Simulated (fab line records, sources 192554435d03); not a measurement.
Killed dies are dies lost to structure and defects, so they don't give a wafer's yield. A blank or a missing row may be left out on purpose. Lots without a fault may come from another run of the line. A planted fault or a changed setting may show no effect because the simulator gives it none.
Chamber matching | flow n5_finfet | N5_BEOL_M4_DESCUM_16 on rie_diel-03: 4 sister chambers
The step chemistry O2, time 7 s. 8 wafers are shown with their chamber, then 7 later ones without.

WAFERS WITH THEIR CHAMBER
wafer  | chamber | showerhead_plenum_p_Torr (Torr) | oes_product_au (a.u.)
L074.6 | 0       | 2.04                            | 0.82
L080.1 | 1       | 2.16                            | 0.95
L080.5 | 3       | 2.04                            | 0.88
L081.5 | 1       | 2.17                            | 0.95
L086.1 | 0       | 2.03                            | 0.78
L086.4 | 3       | 2.03                            | 0.86
L093.2 | 2       | 2.00                            | 0.70
L093.5 | 2       | 2.00                            | 0.71

WAFERS WITHOUT THEIR CHAMBER
wafer  | showerhead_plenum_p_Torr (Torr) | oes_product_au (a.u.)
L093.6 | 2.03                            | 0.85
L094.3 | 2.03                            | 0.85
L094.4 | 2.16                            | 0.90
L094.5 | 2.15                            | 0.90
L097.1 | 2.03                            | 0.84
L097.2 | 2.02                            | 0.76
L097.5 | 2.02                            | 0.77

WHICH CHAMBER EACH WENT THROUGH
wafer  | from the rows above     | in truth
L093.6 | can't be placed: 3 or 0 | 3
L094.3 | can't be placed: 3 or 0 | 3
L094.4 | 1                       | 1
L094.5 | 1                       | 1
L097.1 | can't be placed: 3 or 0 | 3
L097.2 | can't be placed: 0 or 2 | 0
L097.5 | 0                       | 0
Placed correctly: 3 of 7. Can't be placed from these rows: 4 (the true chamber is among the candidates in 4). Placed wrongly: 0.
How it was worked out, from the rows above alone: a wafer's distance from a chamber is the root of the sum, over the readings, of the square of ((its reading less the chamber's mean) divided by the reading's scatter). The wafer belongs to the nearest chamber; if the next one is less than 2 further off, it can't be placed. A chamber's mean is the mean of its shown wafers. The scatter: the root of (the sum of the squares of (reading less its chamber's mean) over the shown wafers, divided by (wafers less chambers)).
